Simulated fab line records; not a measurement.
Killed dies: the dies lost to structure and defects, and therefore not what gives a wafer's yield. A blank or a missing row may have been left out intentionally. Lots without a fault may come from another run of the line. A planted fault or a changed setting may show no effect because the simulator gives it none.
Lot-split experiment :: flow n5-finfet :: 21 wafers read across 7 lots, on a route 1938 steps long

SPLIT DETAILS
At N5_MOL_CONTACT_COAG_DESCUM_45 (chemistry O2, time 7 s), the setting time-s was moved away from the recipe's 7 s on 7 of the 21 wafers read, by -21.4% to +7.7%. The other wafers ran this setting at the recipe's value.

FROM THE SPLIT TO THE READING: what the file shows between them, 3 steps
- N5_MOL_CONTACT_COAG_ETCH_65: etches underlayer in N2/H2, target depth 13 nm, time 10.4 s
- N5_MOL_CONTACT_COAG_ETCH_66: etches SiARC in CF4, target depth 13 nm, time 21.7 s
- N5_MOL_CONTACT_COAG_ALD_133: deposits SiO2, target thk 5 nm, pulse time 1 s, co reactant pulse time 1 s

THE READING
CAR-EUV_of_MOL_CONTACT_COAG_COAT_34.thk-nm (the simulator's own value, which no gauge read), in nm, at N5_MOL_CONTACT_COAG_ETCHBACK_134 (etches SiO2 in CHF3, target depth 10 nm, time 6.7 s). The file does not state a usual value for it. Average 15.5 nm, standard deviation 0.15 nm, over the 14 wafers here run with the recipe.

wafer: L076.1
tool, chamber at the split: rie-diel-05, 0,2
time-s as run, s: 5.505
against the recipe: -21.4%
CAR-EUV_of_MOL_CONTACT_COAG_COAT_34.thk-nm, nm: 16.2
against lot-mates on the recipe: +0.8

wafer: L076.2
tool, chamber at the split: rie-diel-05, 0,2
time-s as run, s: 5.505
against the recipe: -21.4%
CAR-EUV_of_MOL_CONTACT_COAG_COAT_34.thk-nm, nm: 16
against lot-mates on the recipe: +0.6

wafer: L076.3
tool, chamber at the split: rie-diel-05, 3
time-s as run, s: 7
against the recipe: recipe
CAR-EUV_of_MOL_CONTACT_COAG_COAT_34.thk-nm, nm: 15.4
against lot-mates on the recipe: -

wafer: L080.1
tool, chamber at the split: rie-diel-05, 1
time-s as run, s: 5.923
against the recipe: -15.4%
CAR-EUV_of_MOL_CONTACT_COAG_COAT_34.thk-nm, nm: 16
against lot-mates on the recipe: +0.6

wafer: L080.4
tool, chamber at the split: rie-diel-05, 1
time-s as run, s: 5.923
against the recipe: -15.4%
CAR-EUV_of_MOL_CONTACT_COAG_COAT_34.thk-nm, nm: 16.2
against lot-mates on the recipe: +0.8

wafer: L080.5
tool, chamber at the split: rie-diel-05, 2
time-s as run, s: 7
against the recipe: recipe
CAR-EUV_of_MOL_CONTACT_COAG_COAT_34.thk-nm, nm: 15.4
against lot-mates on the recipe: -

wafer: L083.2
tool, chamber at the split: rie-diel-03, 3,2,1
time-s as run, s: 7
against the recipe: recipe
CAR-EUV_of_MOL_CONTACT_COAG_COAT_34.thk-nm, nm: 15.6
against lot-mates on the recipe: -

wafer: L083.3
tool, chamber at the split: rie-diel-03, 3,2,1
time-s as run, s: 7
against the recipe: recipe
CAR-EUV_of_MOL_CONTACT_COAG_COAT_34.thk-nm, nm: 15.6
against lot-mates on the recipe: -

wafer: L083.4
tool, chamber at the split: rie-diel-03, 3,2,1
time-s as run, s: 7
against the recipe: recipe
CAR-EUV_of_MOL_CONTACT_COAG_COAT_34.thk-nm, nm: 15.6
against lot-mates on the recipe: -

wafer: L084.3
tool, chamber at the split: rie-diel-01, 2,0
time-s as run, s: 7.537
against the recipe: +7.7%
CAR-EUV_of_MOL_CONTACT_COAG_COAT_34.thk-nm, nm: 15.6
against lot-mates on the recipe: -0.2

wafer: L084.4
tool, chamber at the split: rie-diel-01, 3
time-s as run, s: 7
against the recipe: recipe
CAR-EUV_of_MOL_CONTACT_COAG_COAT_34.thk-nm, nm: 15.8
against lot-mates on the recipe: -

wafer: L084.6
tool, chamber at the split: rie-diel-01, 2,0
time-s as run, s: 7.537
against the recipe: +7.7%
CAR-EUV_of_MOL_CONTACT_COAG_COAT_34.thk-nm, nm: 15.4
against lot-mates on the recipe: -0.4

wafer: L085.3
tool, chamber at the split: rie-diel-05, 0
time-s as run, s: 5.81
against the recipe: -17.0%
CAR-EUV_of_MOL_CONTACT_COAG_COAT_34.thk-nm, nm: 16.2
against lot-mates on the recipe: +0.6

wafer: L085.4
tool, chamber at the split: rie-diel-05, 3
time-s as run, s: 7
against the recipe: recipe
CAR-EUV_of_MOL_CONTACT_COAG_COAT_34.thk-nm, nm: 15.6
against lot-mates on the recipe: -

wafer: L085.6
tool, chamber at the split: rie-diel-05, 3
time-s as run, s: 7
against the recipe: recipe
CAR-EUV_of_MOL_CONTACT_COAG_COAT_34.thk-nm, nm: 15.6
against lot-mates on the recipe: -

wafer: L090.1
tool, chamber at the split: rie-diel-05, 3,1,2
time-s as run, s: 7
against the recipe: recipe
CAR-EUV_of_MOL_CONTACT_COAG_COAT_34.thk-nm, nm: 15.4
against lot-mates on the recipe: -

wafer: L090.3
tool, chamber at the split: rie-diel-05, 3,1,2
time-s as run, s: 7
against the recipe: recipe
CAR-EUV_of_MOL_CONTACT_COAG_COAT_34.thk-nm, nm: 15.4
against lot-mates on the recipe: -

wafer: L090.4
tool, chamber at the split: rie-diel-05, 3,1,2
time-s as run, s: 7
against the recipe: recipe
CAR-EUV_of_MOL_CONTACT_COAG_COAT_34.thk-nm, nm: 15.4
against lot-mates on the recipe: -

wafer: L093.1
tool, chamber at the split: rie-diel-03, 2,3
time-s as run, s: 7
against the recipe: recipe
CAR-EUV_of_MOL_CONTACT_COAG_COAT_34.thk-nm, nm: 15.2
against lot-mates on the recipe: -

wafer: L093.3
tool, chamber at the split: rie-diel-03, 0
time-s as run, s: 7
against the recipe: recipe
CAR-EUV_of_MOL_CONTACT_COAG_COAT_34.thk-nm, nm: 15.4
against lot-mates on the recipe: -

wafer: L093.5
tool, chamber at the split: rie-diel-03, 2,3
time-s as run, s: 7
against the recipe: recipe
CAR-EUV_of_MOL_CONTACT_COAG_COAT_34.thk-nm, nm: 15.4
against lot-mates on the recipe: -
Rows listing several chambers each stand for several wafers; the file does not say which wafer went through which chamber.

THE FIT
A straight line over all 21 wafers: CAR-EUV_of_MOL_CONTACT_COAG_COAT_34.thk-nm changes by -0.0299 nm for each +1% of time-s; r = -0.85; the points scatter about the line by 0.17 nm.
The same after taking each lot's own level away (the mean of its wafers on the recipe; 21 wafers): -0.0369 nm for each +1%; r = -0.97; scatter 0.085 nm.
On that fit, the largest move of time-s shifts the reading by 0.79 nm.
The span of the lots' own levels, 15.33 to 15.80 nm, comes to 3.2 times the standard deviation stated above.
Thus the slope moves with the lot-to-lot level: the two fits are different.
Check: with one of the wafers moved furthest among these (-21.4%) left out of the fit, the line predicts +0.786 nm for it against its lot-mates. Against them it came out at +0.8 nm.

THE WHOLE CHAIN: every reading that the file lists as answering this split, in the file's order
step: N5_MOL_CONTACT_COAG_DESCUM_45
what it does: chemistry O2, time 7 s
reading: CAR-EUV_of_MOL_CONTACT_COAG_COAT_34.thk-nm (the simulator's own value, which no gauge read)
change (the file's fit): -0.0325 nm for each +1% of the setting
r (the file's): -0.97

step: N5_MOL_CONTACT_COAG_ETCH_65
what it does: etches underlayer in N2/H2, target depth 13 nm, time 10.4 s
reading: CAR-EUV_of_MOL_CONTACT_COAG_COAT_34.thk-nm (the simulator's own value, which no gauge read)
change (the file's fit): -0.0404 nm for each +1% of the setting
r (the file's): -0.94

step: N5_MOL_CONTACT_COAG_ETCH_66
what it does: etches SiARC in CF4, target depth 13 nm, time 21.7 s
reading: CAR-EUV_of_MOL_CONTACT_COAG_COAT_34.thk-nm (the simulator's own value, which no gauge read)
change (the file's fit): -0.042 nm for each +1% of the setting
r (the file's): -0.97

step: N5_MOL_CONTACT_COAG_ETCHBACK_134
what it does: etches SiO2 in CHF3, target depth 10 nm, time 6.7 s
reading: CAR-EUV_of_MOL_CONTACT_COAG_COAT_34.thk-nm (the simulator's own value, which no gauge read)
change (the file's fit): -0.0367 nm for each +1% of the setting
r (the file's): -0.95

THE FILE'S OWN FIT
CAR-EUV_of_MOL_CONTACT_COAG_COAT_34.thk-nm changes by -0.0367 nm for each +1% of time-s, r = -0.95.
